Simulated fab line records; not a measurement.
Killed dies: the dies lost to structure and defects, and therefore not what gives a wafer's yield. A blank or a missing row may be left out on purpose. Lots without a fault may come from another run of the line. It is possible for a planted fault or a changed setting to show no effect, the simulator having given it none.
Chamber matching | flow nandHarc | pecvd-02 running NHARC_P_M1_DEP_33: 3 sister chambers
The step deposits SiCN, target thk 30 nm. 3 wafers are shown with their chamber, then 10 later ones without.

WAFERS WITH THEIR CHAMBER
wafer  | chamber | heaterPowerW (W)
L087.4 | 0       | 480
L090.1 | 2       | 610
L090.3 | 1       | 766

WAFERS MISSING THEIR CHAMBER
wafer  | heaterPowerW (W)
L090.6 | 503
L091.4 | 577
L091.5 | 485
L091.6 | 706
L094.1 | 536
L094.2 | 604
L094.5 | 617
L097.3 | 621
L097.4 | 736
L097.6 | 455

WHICH CHAMBER EACH ONE RAN IN
wafer  | from the rows above     | in truth
L090.6 | 0                       | 0
L091.4 | 2                       | 2
L091.5 | 0                       | 0
L091.6 | can't be placed: 1 or 2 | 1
L094.1 | can't be placed: 0 or 2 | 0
L094.2 | 2                       | 2
L094.5 | 2                       | 2
L097.3 | 2                       | 2
L097.4 | 1                       | 1
L097.6 | 0                       | 0
Correct placement for 8 of the 10. Not placeable from these rows: 2 (in 2, the candidates include the true chamber). Placed wrongly: 0.
How it was worked out, from the rows above alone: a wafer's distance from a chamber is the root of the sum, over the readings, of the square of ((its reading less the chamber's mean) divided by the reading's scatter). If the next closest chamber is less than 2 further off than the closest, the wafer can't be placed; otherwise it belongs to the closest. For every chamber, the mean is computed from those of its wafers that are shown. The scatter (one wafer shown for each chamber): square how far every hidden wafer sits from the nearest shown wafer, average those squares and take the square root.
